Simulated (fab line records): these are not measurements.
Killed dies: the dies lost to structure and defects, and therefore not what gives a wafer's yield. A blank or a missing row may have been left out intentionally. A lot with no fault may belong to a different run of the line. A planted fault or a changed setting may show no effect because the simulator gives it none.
Chamber matching :: flow n5 finfet :: pecvd-02 running N5_GATE_CUT_HM_DEP_46: 3 sister chambers
The step deposits SiO2 from TEOS/O2, target thk 130 nm, time 26.6 s. 6 wafers are shown with their chamber, then 12 later ones without.

WAFERS WITH THEIR CHAMBER
wafer: L088.2
chamber: 0
throttle valve pct (%): 18.0
heater power w (W): 557

wafer: L088.3
chamber: 1
throttle valve pct (%): 18.8
heater power w (W): 551

wafer: L088.5
chamber: 2
throttle valve pct (%): 17.6
heater power w (W): 423

wafer: L090.1
chamber: 2
throttle valve pct (%): 17.7
heater power w (W): 385

wafer: L090.2
chamber: 0
throttle valve pct (%): 17.9
heater power w (W): 571

wafer: L090.3
chamber: 1
throttle valve pct (%): 19.0
heater power w (W): 692

WAFERS WHOSE CHAMBER IS MISSING
wafer: L090.4
throttle valve pct (%): 18.7
heater power w (W): 691

wafer: L090.5
throttle valve pct (%): 18.1
heater power w (W): 591

wafer: L090.6
throttle valve pct (%): 17.4
heater power w (W): 384

wafer: L092.3
throttle valve pct (%): 18.9
heater power w (W): 568

wafer: L092.4
throttle valve pct (%): 18.7
heater power w (W): 573

wafer: L092.6
throttle valve pct (%): 17.4
heater power w (W): 371

wafer: L093.1
throttle valve pct (%): 17.9
heater power w (W): 555

wafer: L093.2
throttle valve pct (%): 17.7
heater power w (W): 370

wafer: L093.3
throttle valve pct (%): 18.6
heater power w (W): 638

wafer: L093.4
throttle valve pct (%): 18.3
heater power w (W): 555

wafer: L093.5
throttle valve pct (%): 18.6
heater power w (W): 672

wafer: L093.6
throttle valve pct (%): 17.4
heater power w (W): 386

EACH ONE'S CHAMBER
wafer: L090.4
from the rows above: 1
in truth: 1

wafer: L090.5
from the rows above: 0
in truth: 0

wafer: L090.6
from the rows above: 2
in truth: 2

wafer: L092.3
from the rows above: 1
in truth: 1

wafer: L092.4
from the rows above: 1
in truth: 1

wafer: L092.6
from the rows above: 2
in truth: 2

wafer: L093.1
from the rows above: 0
in truth: 0

wafer: L093.2
from the rows above: 2
in truth: 2

wafer: L093.3
from the rows above: 1
in truth: 1

wafer: L093.4
from the rows above: 0
in truth: 0

wafer: L093.5
from the rows above: 1
in truth: 1

wafer: L093.6
from the rows above: 2
in truth: 2
Placed correctly: 12 of 12. Not placeable from these rows: 0. Placed wrongly: 0.
How it was worked out, from the rows above alone: a wafer's distance from a chamber is the root of the sum, over the readings, of the square of ((its reading less the chamber's mean) divided by the reading's scatter). If the next closest chamber is less than 2 further off than the closest, the wafer can't be placed; otherwise it belongs to the closest. Each chamber's mean is taken over the wafers shown for it. The scatter is the square root of a quotient: the sum, over the shown wafers, of each reading's squared deviation from its chamber's mean, divided by wafers minus chambers.
